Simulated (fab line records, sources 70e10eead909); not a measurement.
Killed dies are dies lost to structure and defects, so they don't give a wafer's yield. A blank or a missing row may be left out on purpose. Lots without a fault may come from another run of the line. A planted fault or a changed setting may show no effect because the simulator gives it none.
A struck lot beside a sound one | flow nand_harc | 15 steps out of a route of 1302
Sound: wafers L157.1, L157.3, L157.6. Struck: wafer L173.4. (L173.3, L173.5 of the same lot were not struck and are left out.) The cause comes at the end.
At each step with rows: each side's tool, then ch and its chambers, then its first start. Under that, the readings that differ: sound wafers | struck wafers | difference of the means | sigmas: that difference in standard deviations of wafers without a fault.
alike: readings whose means differ by less than 2 such deviations, and words and numbers that are the same on both sides. not compared: withheld readings, readings that some wafer has no value for, bounds like >300 that may hide the same value, and numbers for which the record gives no deviation and whose values overlap.
The two part at a step that has a row with sigmas, a row that says differs or no value, or rows on one side only. Numbers that don't overlap but have no deviation are shown without sigmas and don't part them. A reading that every wafer of one side lacks parts them only if that side has two wafers or more.

first, 8 steps without rows for these wafers: NHARC_THIN_TSV_DEHYDRATE_25 (time 120 s); NHARC_THIN_TSV_HMDS_26 (time 30 s); NHARC_THIN_TSV_COAT_27; NHARC_THIN_TSV_SOFTBAKE_28 (time 95 s); NHARC_THIN_TSV_EBR_29; NHARC_THIN_TSV_EXPOSE_30 (exposes mask PAD); NHARC_THIN_TSV_PEB_31 (peb time 85 s); NHARC_THIN_TSV_DEVELOP_32 (time 70 s).
NHARC_THIN_TSV_CD_MEAS_33: target cd 5000 nm.
  sound on cd_sem-01 ch 0, day 24 04:46; struck on cd_sem-03 ch 0, day 30 15:35
  alike: cd_nm
then, 1 step without rows for these wafers: NHARC_THIN_TSV_HARDBAKE_34 (time 80 s).
NHARC_THIN_TSV_DESCUM_35: chemistry O2, time 3 s.
  sound on rie_diel-03 ch 0,1,3, day 24 04:56; struck on rie_diel-07 ch 0, day 30 15:44
  reading               | sound             | struck | difference | sigmas
  oes_product_au (a.u.) | 0.999 1.001 1.015 | 0.980  | -0.025     | -3
  alike: drypump_motor_current_A, rf_vpp_V, showerhead_plenum_p_Torr, throttle_valve_pct
  not compared: rf_hours_counter_h
NHARC_THIN_TSV_ETCH_59: etches the open film in Cl2/BCl3, target depth 880 nm, time 138.1 s.
  sound on rie_metal-03 ch 0,1, day 24 05:05; struck on rie_metal-02 ch 0, day 30 15:58
  alike: bias_w, drypump_motor_current_A, he_backside_leak_sccm, oes_product_au, run_length_s, throttle_valve_pct
  not compared: rf_hours_counter_h
NHARC_THIN_TSV_ETCH_36: etches the open film in Cl2/BCl3, target depth 65 nm, time 18.571 s.
  sound on rie_metal-03 ch 0,1, day 24 05:19; struck on rie_metal-02 ch 0, day 30 16:10
  reading          | sound             | struck | difference | sigmas
  run_length_s (s) | 39.90 39.41 39.61 | 35.12  | -4.52      | -17
  alike: drypump_motor_current_A, he_backside_leak_sccm, oes_product_au
  not compared: rf_hours_counter_h
NHARC_THIN_TSV_STRIP_56: strips in O2.
  sound on plasma_asher-01 ch 0,1, day 24 05:25; struck on plasma_asher-02 ch 0, day 30 16:21
  alike: drypump_motor_current_A, heater_power_w, rf_refl_power_W
  not compared: rf_hours_counter_h
NHARC_END_SORT_01:
  sound on prober-01 ch 0, day 24 13:43; struck on prober-01 ch 0, day 31 03:06
  alike: defect_limited_yield, killed_at_array, killed_at_other, killed_at_periphery, killed_dies, killed_open, killed_short, sort_bin_2_pct, sort_bin_3_pct, sort_bin_4_pct, sort_n_pass, sort_rim_yield_pct, sort_yield_pct

WHERE THEY PART
First at NHARC_THIN_TSV_DESCUM_35; last, within this record, at NHARC_THIN_TSV_ETCH_36. Later steps at which nothing parts them and some readings are alike: NHARC_THIN_TSV_STRIP_56, NHARC_END_SORT_01.

WHY: what the simulator had put in
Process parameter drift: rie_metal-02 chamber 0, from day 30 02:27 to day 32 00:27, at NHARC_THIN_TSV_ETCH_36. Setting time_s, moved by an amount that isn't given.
